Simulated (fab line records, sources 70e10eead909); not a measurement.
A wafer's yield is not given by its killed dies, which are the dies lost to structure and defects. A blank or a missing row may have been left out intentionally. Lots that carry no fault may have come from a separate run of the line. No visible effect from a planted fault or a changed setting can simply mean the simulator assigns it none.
A lot that was struck, set against a sound lot    flow nand harc    15 out of 1302 route steps
Sound: wafers L869.4, L869.5, L869.6. Struck: wafers L862.1, L862.4 (left out: L862.5, a lot-mate that was not struck); the cause follows at the end.
At each step with rows: each side's tool, then ch and its chambers, then its first start. Under that, the readings that differ: sound wafers    struck wafers    difference of the means    sigmas: that difference in standard deviations of wafers without a fault.
alike: a reading whose means differ by less than 2 such deviations, as well as words and numbers matching on both sides. not compared: withheld readings; readings where some wafer has no value; bounds like >300 that might hide an equal value; numbers whose values overlap and for which the record gives no deviation.
The two part at a step that has a row with sigmas, a row that says differs or no value, or rows on one side only. Non-overlapping numbers with no deviation appear without sigmas and do not part them. Lack of a reading on every wafer of one side parts them only where that side has two or more wafers.

first, 7 steps without rows for these wafers: NHARC_P_M0_COAT_33 (time 65 s); NHARC_P_M0_COAT_03 (resist thk 90 nm); NHARC_P_M0_SOFTBAKE_04 (time 55 s); NHARC_P_M0_EBR_05; NHARC_P_M0_EXPOSE_06 (exposes mask P M0, target cd 90 nm); NHARC_P_M0_PEB_07 (peb time 65 s); NHARC_P_M0_DEVELOP_08 (develop time 35 s).
NHARC_P_M0_CD_MEAS_09: the cd target is 90 nm.
  sound on cd sem-01 ch 0, day 13 12:20; struck on cd sem-01 ch 0, day 10 12:00
  alike: cd nm
NHARC_P_M0_OVL_MEAS_10: pitch 180 nm.
  struck on overlay-02, day 10 12:05; sound on overlay-01, day 13 12:25
  alike: overlay x nm, overlay y nm
NHARC_P_M0_INSPECT_11:
  struck on defect inspect-01, day 10 12:07; sound on defect inspect-01, day 13 12:27
  alike: raw defect count
NHARC_P_M0_DESCUM_14: chemistry O2, time 3 s.
  sound on rie diel-03 ch 0,2,3, day 13 12:32; struck on rie diel-10 ch 2,3, day 10 12:11
reading                      sound        struck   difference  sigmas
drypump motor current A (A)  6.2 5.5 5.9  4.8 5.0  -1.0        -2
  alike: chamber pressure mTorr, oes product au, rf vpp V, showerhead plenum p Torr, throttle valve pct
  not compared: rf hours counter h
NHARC_P_M0_ETCH_34: etches the open film in N2/H2, target depth 40 nm, overetch 12 nm, time 43.94 s.
  sound on rie diel-03 ch 1,2, day 13 12:36; struck on rie diel-10 ch 1,2, day 10 12:16
  alike: chamber pressure mTorr, drypump motor current A, oes product au, rf vpp V, run length s, showerhead plenum p Torr, throttle valve pct
  not compared: rf hours counter h
NHARC_P_M0_ETCH_15: etches the open film in C4F8/Ar, target depth 150 nm, overetch 15 nm, time 82.5 s.
  sound on rie diel-03 ch 1,2, day 13 12:41; struck on rie diel-10 ch 1,2, day 10 12:22
reading                sound              struck       difference  sigmas
oes product au (a.u.)  0.994 0.991 0.984  0.909 0.933  -0.069      -3
run length s (s)       103.4 103.1 103.3  83.1 84.0    -19.7       -40
  alike: chamber pressure mTorr, rf vpp V
  not compared: rf hours counter h
NHARC_P_M0_CD_MEAS_16:
  struck on cd sem-01, day 10 12:29; sound on cd sem-03, day 13 12:49
  alike: cd nm
-- the record jumps here: 18 days lie between the struck wafers' starts before and after (it left off in module P_M0 and takes up again in module END, whose first step shown is number 1302 of the route) --
NHARC_END_SORT_01:
  sound on prober-02 ch 0, day 32 07:15; struck on prober-01 ch 0, day 28 21:07
reading                   sound           struck   difference  sigmas
defect limited yield (%)  93.5 93.6 92.2  0 0      -93         -36
killed at periphery       6 7 8           609 612  +604        +99 or more
killed dies               44 43 53        677 677  +630        +35
  alike: killed at array, killed at other, killed open, killed short

WHERE THEY PART
First at NHARC_P_M0_DESCUM_14; last, within this record, at NHARC_END_SORT_01.

WHY: what had been put in by the simulator
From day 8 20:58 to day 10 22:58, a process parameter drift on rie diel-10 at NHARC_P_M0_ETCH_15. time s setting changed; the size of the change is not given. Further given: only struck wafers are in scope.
